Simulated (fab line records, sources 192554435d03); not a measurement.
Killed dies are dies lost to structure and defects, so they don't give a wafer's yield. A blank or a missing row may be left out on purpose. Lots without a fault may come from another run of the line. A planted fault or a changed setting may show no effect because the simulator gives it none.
A struck lot beside a sound one | flow n5_finfet | 21 steps out of a route of 1938
Sound: wafers L566.2, L566.3, L566.5. Struck: wafers L571.1, L571.3, L571.5. The cause comes at the end.
At each step with rows: each side's tool, then ch and its chambers, then its first start. Under that, the readings that differ: sound wafers | struck wafers | difference of the means | sigmas: that difference in standard deviations of wafers without a fault.
alike: readings whose means differ by less than 2 such deviations, and words and numbers that are the same on both sides. not compared: withheld readings, readings that some wafer has no value for, bounds like >300 that may hide the same value, and numbers for which the record gives no deviation and whose values overlap.
The two part at a step that has a row with sigmas, a row that says differs or no value, or rows on one side only. Numbers that don't overlap but have no deviation are shown without sigmas and don't part them. A reading that every wafer of one side lacks parts them only if that side has two wafers or more.

N5_ZERO_LAYER_CD_MEAS_11: target cd 2000 nm.
  sound on cd_sem-03 ch 0, day 3 00:41; struck on cd_sem-03 ch 0, day 4 06:46
  alike: cd_nm
N5_ZERO_LAYER_DESCUM_16: chemistry O2, time 7.9 s.
  sound on rie_diel-06 ch 1,3, day 3 01:05; struck on rie_diel-06 ch 1,2, day 4 06:49
  alike: drypump_motor_current_A, oes_product_au, rf_vpp_V, showerhead_plenum_p_Torr, throttle_valve_pct
  not compared: rf_hours_counter_h
N5_ZERO_LAYER_ETCH_17: etches SiO2 in CF4, target depth 12 nm, time 13.3 s.
  sound on rie_diel-06 ch 1,3, day 3 01:07; struck on rie_diel-06 ch 1,2, day 4 06:50
  alike: drypump_motor_current_A, oes_product_au, rf_vpp_V, showerhead_plenum_p_Torr, throttle_valve_pct
  not compared: rf_hours_counter_h
N5_ZERO_LAYER_ETCH_18: etches Si in HBr/Cl2, target depth 120 nm, time 40 s.
  sound on rie_si-04 ch 1,2,3, day 3 01:11; struck on rie_si-01 ch 0,3, day 4 06:55
  alike: drypump_motor_current_A, oes_product_au, throttle_valve_pct
  not compared: rf_hours_counter_h
N5_ZERO_LAYER_STRIP_24: strips in O2.
  sound on plasma_asher-02 ch 0,1, day 3 01:17; struck on plasma_asher-02 ch 0, day 4 07:01
  alike: drypump_motor_current_A, heater_power_w, oes_product_au, strip_time_to_endpoint_s
  not compared: rf_hours_counter_h
then, 1 step without rows for these wafers: N5_ZERO_LAYER_STRIP_19 (strips in SPM, time 900 s).
N5_ZERO_LAYER_INSPECT_20: inspects for defects (darkfield).
  sound on defect_inspect-01, day 3 01:39; struck on defect_inspect-02, day 4 07:23
  alike: raw_defect_count
then, 5 steps without rows for these wafers: N5_WELL_APT_HMDS_01 (time 60 s); N5_WELL_APT_COAT_02 (resist thk 950 nm); N5_WELL_APT_EBR_04; N5_WELL_APT_SOFTBAKE_03 (time 60 s); N5_WELL_APT_EXPOSE_05 (exposes mask NWELL, defocus 0 nm, target cd 200 nm).
N5_WELL_APT_PEB_06: peb time 90 s.
  sound on litho_track-05 ch 0, day 3 01:50; struck on litho_track-04 ch 0, day 4 07:34
  alike: chill_plate_temp_C, exhaust_pa
then, 2 steps without rows for these wafers: N5_WELL_APT_DEVELOP_07 (develop time 45 s); N5_WELL_APT_HARDBAKE_12 (time 120 s).
N5_WELL_APT_CD_MEAS_08: target cd 200 nm.
  sound on cd_sem-02 ch 0, day 3 01:58; struck on cd_sem-03 ch 0, day 4 07:41
  alike: cd_nm
N5_WELL_APT_OVL_MEAS_09:
  sound on overlay-01 ch 0, day 3 01:59; struck on overlay-01 ch 0, day 4 07:43
  alike: NWELL_OVL
N5_WELL_APT_INSPECT_10: inspects for defects (macro).
  sound on defect_inspect-02, day 3 02:01; struck on defect_inspect-01, day 4 07:44
  alike: raw_defect_count
N5_WELL_APT_DESCUM_13: chemistry O2, time 7.9 s.
  sound on rie_diel-02 ch 1,2, day 3 02:31; struck on rie_diel-04 ch 0,1, day 4 08:04
  reading                   | sound             | struck            | difference | sigmas
  model.WELL_APT.cd_nm (nm) | 202.2 201.4 203.1 | 205.8 206.4 203.2 | +2.9       |
  alike: drypump_motor_current_A, oes_product_au, rf_vpp_V, showerhead_plenum_p_Torr, throttle_valve_pct
  not compared: rf_hours_counter_h
then, 2 steps without rows for these wafers: N5_WELL_APT_IMPLANT_14; N5_PASSIVATION_PROBE_49.

WHERE THEY PART
Nowhere in this record.

WHY: what the simulator had put in
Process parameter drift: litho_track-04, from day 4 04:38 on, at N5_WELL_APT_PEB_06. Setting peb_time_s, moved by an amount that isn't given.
